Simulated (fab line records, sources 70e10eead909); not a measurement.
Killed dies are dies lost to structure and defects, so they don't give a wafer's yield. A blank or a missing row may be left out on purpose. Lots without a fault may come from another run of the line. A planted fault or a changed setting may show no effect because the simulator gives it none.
A struck lot beside a sound one | flow nand_harc | 18 steps out of a route of 1302
Sound: wafers L241.1, L241.2, L241.6. Struck: wafers L248.1, L248.2, L248.3. The cause comes at the end.
At each step with rows: each side's tool, then ch and its chambers, then its first start. Under that, the readings that differ: sound wafers | struck wafers | difference of the means | sigmas: that difference in standard deviations of wafers without a fault.
alike: readings whose means differ by less than 2 such deviations, and words and numbers that are the same on both sides. not compared: withheld readings, readings that some wafer has no value for, bounds like >300 that may hide the same value, and numbers for which the record gives no deviation and whose values overlap.
The two part at a step that has a row with sigmas, a row that says differs or no value, or rows on one side only. Numbers that don't overlap but have no deviation are shown without sigmas and don't part them. A reading that every wafer of one side lacks parts them only if that side has two wafers or more.

NHARC_P_M2_PRE_CLEAN_32: time 12 s.
  sound on pecvd-04 ch 0,1,2, day 7 14:58; struck on pecvd-04 ch 0,1,2, day 11 00:08
  alike: heater_power_w
  not compared: since_wet_clean_h
NHARC_P_M2_DEP_33: deposits SiCN, target thk 30 nm.
  sound on pecvd-04 ch 0,1,2, day 7 15:02; struck on pecvd-04 ch 0,1,2, day 11 00:12
  alike: heater_power_w
  not compared: since_wet_clean_h
NHARC_P_BONDPAD_DEP_00: deposits SiCN, target thk 250 nm.
  sound on pecvd-03 ch 0,1,2, day 7 15:27; struck on pecvd-03 ch 0,1,2, day 11 00:41
  alike: heater_power_w
  not compared: since_wet_clean_h
NHARC_P_BONDPAD_CMP_32: polishes SiCN, target thk 200 nm.
  sound on cmp-01 ch 1,3, day 7 15:53; struck on cmp-01 ch 1,2,3, day 11 01:07
  alike: motor_current_A, retaining_ring_pressure_frac
NHARC_P_BONDPAD_THK_MEAS_33: measures by ellipsometry.
  sound on film_metro-02, day 7 16:06; struck on film_metro-01, day 11 01:20
  alike: thk_nm
then, 7 steps without rows for these wafers: NHARC_P_BONDPAD_SRD_34; NHARC_P_BONDPAD_DEHYDRATE_01 (time 120 s); NHARC_P_BONDPAD_HMDS_02 (time 30 s); NHARC_P_BONDPAD_COAT_36 (time 65 s); NHARC_P_BONDPAD_COAT_03 (resist thk 600 nm); NHARC_P_BONDPAD_SOFTBAKE_04 (time 70 s); NHARC_P_BONDPAD_EBR_05.
NHARC_P_BONDPAD_EXPOSE_06: exposes mask P BPAD.
  sound on krf_scanner-02 ch 0, day 7 16:23; struck on krf_scanner-01 ch 0, day 11 01:55
  reading              | sound             | struck            | difference | sigmas
  exposure_dose_mJ_cm2 | 37.06 37.04 37.01 | 33.35 33.38 33.34 | -3.68      | -90
  alike: mask
then, 2 steps without rows for these wafers: NHARC_P_BONDPAD_PEB_07 (peb time 80 s); NHARC_P_BONDPAD_DEVELOP_08 (time 50 s).
NHARC_P_BONDPAD_CD_MEAS_09: target cd 500 nm.
  sound on cd_sem-01 ch 0, day 7 16:32; struck on cd_sem-03 ch 0, day 11 02:04
  reading    | sound             | struck            | difference | sigmas
  cd_nm (nm) | 501.4 500.2 500.8 | 496.7 496.8 498.7 | -3.4       | -2
NHARC_P_BONDPAD_OVL_MEAS_38:
  sound on overlay-01, day 7 16:38; struck on overlay-02, day 11 02:09
  alike: overlay_x_nm, overlay_y_nm
then, 1 step without rows for these wafers: NHARC_END_SORT_01.

WHERE THEY PART
First at NHARC_P_BONDPAD_EXPOSE_06; last, within this record, at NHARC_P_BONDPAD_CD_MEAS_09. Later steps at which nothing parts them and some readings are alike: NHARC_P_BONDPAD_OVL_MEAS_38.

WHY: what the simulator had put in
Process parameter drift: krf_scanner-01, from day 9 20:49 on, at NHARC_P_BONDPAD_EXPOSE_06. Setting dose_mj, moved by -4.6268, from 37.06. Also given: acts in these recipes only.
